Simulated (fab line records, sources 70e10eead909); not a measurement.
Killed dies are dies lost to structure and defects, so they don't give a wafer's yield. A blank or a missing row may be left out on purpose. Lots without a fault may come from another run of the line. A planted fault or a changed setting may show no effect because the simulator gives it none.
Which tool did it? | flow nand_harc | 6 lots, 16 wafers sampled, at 4 steps of a route of 1302

WHAT THE GAUGES READ, wafer by wafer
NHARC_A_CONTACT_INSPECT_10.
lot  | measured     | on                | raw_defect_count
L375 | day 23 13:25 | defect_inspect-02 | 50 51 51
L376 | day 23 19:51 | defect_inspect-02 | 127 120 140
L380 | day 24 20:55 | defect_inspect-02 | 61 74 73
L383 | day 26 22:45 | defect_inspect-01 | 58 66 57
L385 | day 27 22:41 | defect_inspect-02 | 91 86 105
L394 | day 30 14:56 | defect_inspect-02 | 487 490

WHICH TOOL RAN EACH LOT (tool, then ch and the chambers of the sampled wafers, then the start)
lot  | NHARC_A_CONTACT_ETCH_127             | NHARC_A_CONTACT_STRIP_82                      | NHARC_A_CONTACT_DEP_85
L375 | har_cap_etch-03 ch 0,1, day 23 07:34 | rie_diel-12 ch 0,3, day 23 12:35 or earlier   | pecvd-03 ch 0,1,2, day 23 12:35
L376 | har_cap_etch-03 ch 0, day 23 13:43   | rie_diel-12 ch 0,2,3, day 23 19:02 or earlier | pecvd-02 ch 0,1, day 23 19:02
L380 | har_cap_etch-01 ch 0,1, day 24 15:24 | rie_diel-12 ch 0,1,3, day 24 20:14 or earlier | pecvd-04 ch 0,1,2, day 24 20:14
L383 | har_cap_etch-02 ch 0,1, day 26 13:26 | rie_diel-03 ch 0,1,2, day 26 21:55 or earlier | pecvd-03 ch 0,1,2, day 26 21:55
L385 | har_cap_etch-02 ch 0,1, day 27 16:47 | rie_diel-06 ch 0,1, day 27 22:02 or earlier   | pecvd-04 ch 0,1,2, day 27 22:02
L394 | har_cap_etch-02 ch 1, day 30 08:30   | rie_diel-06 ch 0, day 30 14:13 or earlier     | pecvd-04 ch 2, day 30 14:13
- NHARC_A_CONTACT_ETCH_127: etches the open film in C4F8/O2/Ar, time 197 s, target depth 1918 nm.
- NHARC_A_CONTACT_STRIP_82: strips in O2.
- NHARC_A_CONTACT_DEP_85: deposits SiON, target thk 60 nm.

THE ANSWER, worked out from the rows above alone
Rule: what is usual is taken from the lots themselves. Put in order of their means at a reading, lots are off if they are a third of the lots or fewer, leave a main group of 4 or more, and stand apart from it by a gap of 3 or more times the standard deviation of the main group's means; of several such gaps the widest counts. A main group whose means are all the same, to the digits that the tables above print for the reading, isn't used. A lot without any number at a reading at which 4 lots or more have one is off too. The other lots that the step has rows for count as sound.
Off: L394, at NHARC_A_CONTACT_INSPECT_10 (raw_defect_count). The main group: mean 81, standard deviation 28.
A tool fits if, at a process step before that reading, it ran every lot that is off, and no sound lot after the first of them. The gauges at NHARC_A_CONTACT_INSPECT_10 are tried like those tools. NHARC_A_CONTACT_STRIP_82 gives no start for some lots, so the hours and the order of its lots are those of NHARC_A_CONTACT_DEP_85. Can't be told from this: 4 tools fit, har_cap_etch-02 at NHARC_A_CONTACT_ETCH_127, rie_diel-06 at NHARC_A_CONTACT_STRIP_82, pecvd-04 at NHARC_A_CONTACT_DEP_85, defect_inspect-02 at NHARC_A_CONTACT_INSPECT_10.

WHAT THE SIMULATOR HAD PUT IN
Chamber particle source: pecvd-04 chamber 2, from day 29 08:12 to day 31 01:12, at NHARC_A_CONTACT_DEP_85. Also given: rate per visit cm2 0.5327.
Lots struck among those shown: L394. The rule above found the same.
